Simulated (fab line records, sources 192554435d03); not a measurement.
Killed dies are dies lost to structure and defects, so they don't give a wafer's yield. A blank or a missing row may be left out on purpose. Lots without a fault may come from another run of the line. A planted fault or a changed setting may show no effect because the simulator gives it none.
Problem report in the 8D (eight disciplines) form, filled by code | flow n5_finfet | the parts of the form that need people (team, actions taken, sign-off) are left out

1. THE PROBLEM
exposure_dose_mJ_cm2 at N5_BEOL_M6_EXPOSE_08 reads a mean of 69.28 on 9 wafers of 3 lots; wafers without a fault read 68.21 with a standard deviation of 0.068. That is +16 standard deviations from the usual mean.
The step: exposes mask M6.
First seen on wafer L157.2, day 13 20:36, on arfi_scanner-01. The record holds 15 wafers of 5 lots with a number at this step. Rule for "out", or "out of limits": more than 4 standard deviations from the usual mean. The other wafers with a number count as sound.

2. WHAT IT IS AND WHAT IT IS NOT
question                    | is                     | is not
which readings at this step | exposure_dose_mJ_cm2   | -
which lots                  | L157, L158, L159       | L140, L144
which wafers of those lots  | all that have a number | -
read on which tools         | arfi_scanner-01        | arfi_scanner-02
when                        | from day 13 20:36      | up to then (6 sound wafers)

3. SUSPECTS, AND WHAT RULES EACH OUT
Counting: a tool at a process step up to the reading stays a suspect if it ran every lot that is out and no sound lot after the first of them.
- arfi_scanner-01 at N5_BEOL_M6_EXPOSE_08 (exposes mask M6): kept. It ran every lot that is out, first L157 (day 13 20:36), and no sound lot after that; its last sound lot up to then is L144 (day 9 23:21). Its own readings are out on those wafers: exposure_dose_mJ_cm2.
Left after counting: arfi_scanner-01 at N5_BEOL_M6_EXPOSE_08.

4. THE CAUSE (what the simulator had put in)
Process parameter drift: arfi_scanner-01, from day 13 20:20 on, at N5_BEOL_M6_EXPOSE_08. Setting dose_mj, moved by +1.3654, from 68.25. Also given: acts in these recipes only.
Counting left only this tool.

5. THE CHAIN OF EFFECTS, in route order
Each row: a reading whose mean over the struck wafers that have a number lies more than 3 standard deviations from the usual. Only readings for which the record gives a usual standard deviation are gone through. hours: the time from each lot's start at the first step in this table that gives one to its start at this step, as a median over the lots. sigmas: the change in usual standard deviations.
hours | step                 | reading              | usual | on struck wafers | change | sigmas
0     | N5_BEOL_M6_EXPOSE_08 | exposure_dose_mJ_cm2 | 68.21 | 69.28            | +1.07  | +16
The process steps in it:
- N5_BEOL_M6_EXPOSE_08: exposes mask M6.

6. WHAT WOULD HAVE CAUGHT IT SOONER
In this record the first reading out of limits was taken at day 13 20:36, 0 hours after the fault began at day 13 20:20.
